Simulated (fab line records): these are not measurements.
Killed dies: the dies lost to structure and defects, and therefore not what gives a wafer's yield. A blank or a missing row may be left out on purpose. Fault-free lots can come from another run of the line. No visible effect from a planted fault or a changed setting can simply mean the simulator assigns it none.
Which tool is to blame? :: flow n5 finfet :: 72 wafers from 24 lots sampled at 2 of the route's 1938 steps

== WHAT EACH GAUGE READ, for each wafer ==
N5_WELL_APT_CD_MEAS_25 targets a cd of 200 nm.
lot: L074
measured: day 1 16:32
on: cd sem-03
cd nm (nm): 199.8 196.7 198.9

lot: L075
measured: day 1 20:59
on: cd sem-03
cd nm (nm): 200.6 205.3 204.8

lot: L076
measured: day 2 02:59
on: cd sem-02
cd nm (nm): 200.3 198.8 199.8

lot: L077
measured: day 2 08:48
on: cd sem-03
cd nm (nm): 199.9 197.6 200.1

lot: L078
measured: day 2 15:05
on: cd sem-03
cd nm (nm): 198.6 201.5 196.8

lot: L079
measured: day 2 21:05
on: cd sem-02
cd nm (nm): 198.2 198.7 198.1

lot: L080
measured: day 3 03:19
on: cd sem-01
cd nm (nm): 197.1 203.0 201.2

lot: L081
measured: day 3 09:04
on: cd sem-01
cd nm (nm): 201.3 200.7 203.7

lot: L082
measured: day 3 15:19
on: cd sem-01
cd nm (nm): 203.9 200.9 200.5

lot: L083
measured: day 3 20:49
on: cd sem-01
cd nm (nm): 201.1 200.8 200.5

lot: L084
measured: day 4 03:22
on: cd sem-02
cd nm (nm): 200.1 198.6 197.6

lot: L085
measured: day 4 08:44
on: cd sem-02
cd nm (nm): 198.1 193.3 195.7

lot: L086
measured: day 4 15:01
on: cd sem-03
cd nm (nm): 196.0 197.3 196.5

lot: L087
measured: day 4 21:40
on: cd sem-03
cd nm (nm): 198.4 199.0 199.5

lot: L088
measured: day 5 03:34
on: cd sem-01
cd nm (nm): 198.0 198.0 200.3

lot: L089
measured: day 5 09:01
on: cd sem-02
cd nm (nm): 196.7 199.1 198.8

lot: L090
measured: day 5 15:29
on: cd sem-02
cd nm (nm): 198.8 195.5 200.0

lot: L091
measured: day 5 21:07
on: cd sem-01
cd nm (nm): 199.0 202.0 200.3

lot: L092
measured: day 6 04:04
on: cd sem-01
cd nm (nm): 199.3 200.8 201.4

lot: L093
measured: day 6 09:01
on: cd sem-01
cd nm (nm): 196.2 201.2 196.0

lot: L094
measured: day 6 15:05
on: cd sem-02
cd nm (nm): 199.8 200.4 201.9

lot: L095
measured: day 6 21:19
on: cd sem-02
cd nm (nm): 203.4 200.7 202.8

lot: L096
measured: day 7 03:30
on: cd sem-01
cd nm (nm): 199.0 202.4 199.6

lot: L097
measured: day 7 09:07
on: cd sem-01
cd nm (nm): 196.4 199.8 197.7

N5_WELL_APT_INSPECT_27: inspects for defects (macro).
lot: L074
measured: day 1 16:35
on: defect inspect-02
raw defect count: 5 1 2

lot: L075
measured: day 1 21:02
on: defect inspect-02
raw defect count: 2 3 2

lot: L076
measured: day 2 03:02
on: defect inspect-01
raw defect count: 0 3 0

lot: L077
measured: day 2 08:52
on: defect inspect-01
raw defect count: 1 1 0

lot: L078
measured: day 2 15:08
on: defect inspect-02
raw defect count: 0 3 1

lot: L079
measured: day 2 21:09
on: defect inspect-02
raw defect count: 2 1 3

lot: L080
measured: day 3 03:22
on: defect inspect-01
raw defect count: 3 1 3

lot: L081
measured: day 3 09:07
on: defect inspect-01
raw defect count: 5 3 1

lot: L082
measured: day 3 15:23
on: defect inspect-02
raw defect count: 3 7 1

lot: L083
measured: day 3 20:52
on: defect inspect-01
raw defect count: 4 1 4

lot: L084
measured: day 4 03:25
on: defect inspect-02
raw defect count: 2 1 1

lot: L085
measured: day 4 08:47
on: defect inspect-02
raw defect count: 1 1 4

lot: L086
measured: day 4 15:04
on: defect inspect-01
raw defect count: 4 3 2

lot: L087
measured: day 4 21:43
on: defect inspect-02
raw defect count: 1 4 4

lot: L088
measured: day 5 03:37
on: defect inspect-01
raw defect count: 3 1 2

lot: L089
measured: day 5 09:05
on: defect inspect-02
raw defect count: 3 6 0

lot: L090
measured: day 5 15:32
on: defect inspect-02
raw defect count: 0 3 1

lot: L091
measured: day 5 21:10
on: defect inspect-02
raw defect count: 2 4 1

lot: L092
measured: day 6 04:07
on: defect inspect-01
raw defect count: 3 0 1

lot: L093
measured: day 6 09:04
on: defect inspect-01
raw defect count: 2 0 1

lot: L094
measured: day 6 15:08
on: defect inspect-02
raw defect count: 5 2 4

lot: L095
measured: day 6 21:22
on: defect inspect-02
raw defect count: 3 0 2

lot: L096
measured: day 7 03:33
on: defect inspect-02
raw defect count: 3 3 2

lot: L097
measured: day 7 09:10
on: defect inspect-01
raw defect count: 3 3 2

== WHAT TOOL EACH LOT RAN ON (gives the tool, then ch and the chambers of the sampled wafers, and finally the start) ==
The record holds no process step before these readings.

== WHAT THE TOOLS THEMSELVES READ (means of the sampled wafers that have a number; where no wafer has one, the mark that the record gives instead) ==
The record holds no such reading with a usual standard deviation.

== THE ANSWER, worked out from the rows above alone ==
Rule: the usual values come from the lots themselves. The widest of any qualifying gaps counts: lots, ordered by their means at a reading, are off when they make up no more than a third of the lots, leave a main group of 4 or more, and stand apart from it by 3 or more times the standard deviation of that group's means. A main group whose means are all the same, to the digits that the tables above print for the reading, isn't used. Also off: a lot with no number at a reading for which 4 or more lots have one. Where the step has rows for the other lots, those lots are counted as sound. The gauges are gone through in route order, then the tools' own readings, and for those a lot's mean is taken as printed above. The first step at which some lot is off is used, and at that step the reading that is off furthest; a lot without a number counts as furthest.
No lot is off at any reading shown: from this, nothing can be told.

== WHAT THE SIMULATOR HAD PUT IN ==
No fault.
